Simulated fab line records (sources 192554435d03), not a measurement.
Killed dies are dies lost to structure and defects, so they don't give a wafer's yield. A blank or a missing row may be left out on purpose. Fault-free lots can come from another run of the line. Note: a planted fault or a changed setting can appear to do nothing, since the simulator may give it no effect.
Matching of chambers + flow n5Finfet + 4 sister chambers for N5_BEOL_M6_ALD_77 on aldMetal-03
The step deposits TaN, target thk 2 nm, pulse time 2 s, purge time 3 s. 8 wafers are shown with their chamber, then 9 later ones without.

## WAFERS, EACH WITH ITS CHAMBER
| wafer  | chamber | heaterPowerW (W) | susceptorTempC (C) |
|--------|---------|------------------|--------------------|
| L082.2 | 1       | 441              | 275.05             |
| L086.1 | 1       | 442              | 275.14             |
| L086.6 | 0       | 390              | 275.12             |
| L089.5 | 3       | 489              | 275.09             |
| L089.6 | 2       | 390              | 275.13             |
| L088.1 | 0       | 386              | 274.96             |
| L088.3 | 2       | 377              | 275.20             |
| L088.4 | 3       | 499              | 274.82             |

## WAFERS MISSING THEIR CHAMBER
| wafer  | heaterPowerW (W) | susceptorTempC (C) |
|--------|------------------|--------------------|
| L092.1 | 489              | 274.84             |
| L092.4 | 446              | 274.90             |
| L092.5 | 396              | 274.80             |
| L095.2 | 505              | 275.23             |
| L095.4 | 445              | 275.05             |
| L095.5 | 436              | 274.84             |
| L096.3 | 380              | 274.80             |
| L096.4 | 389              | 274.89             |
| L096.6 | 389              | 274.80             |

## CHAMBER TAKEN BY EACH
| wafer  | from the rows above     | in truth |
|--------|-------------------------|----------|
| L092.1 | 3                       | 3        |
| L092.4 | 1                       | 1        |
| L092.5 | can't be placed: 0 or 2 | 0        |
| L095.2 | 3                       | 3        |
| L095.4 | 1                       | 1        |
| L095.5 | 1                       | 1        |
| L096.3 | can't be placed: 0 or 2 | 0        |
| L096.4 | can't be placed: 0 or 2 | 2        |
| L096.6 | can't be placed: 0 or 2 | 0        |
Correct placement for 5 of the 9. From these rows, 4 cannot be placed; in 4 the true chamber is one of the candidates. 0 placed wrongly.
How it was worked out, from the rows above alone: a wafer's distance from a chamber is the root of the sum, over the readings, of the square of ((its reading less the chamber's mean) divided by the reading's scatter). The wafer belongs to the nearest chamber; if the next one is less than 2 further off, it can't be placed. For every chamber, the mean is computed from those of its wafers that are shown. How the scatter is found: for the shown wafers, subtract from each reading the mean of its chamber, square and add these, divide the total by (wafers less chambers), then take the root.
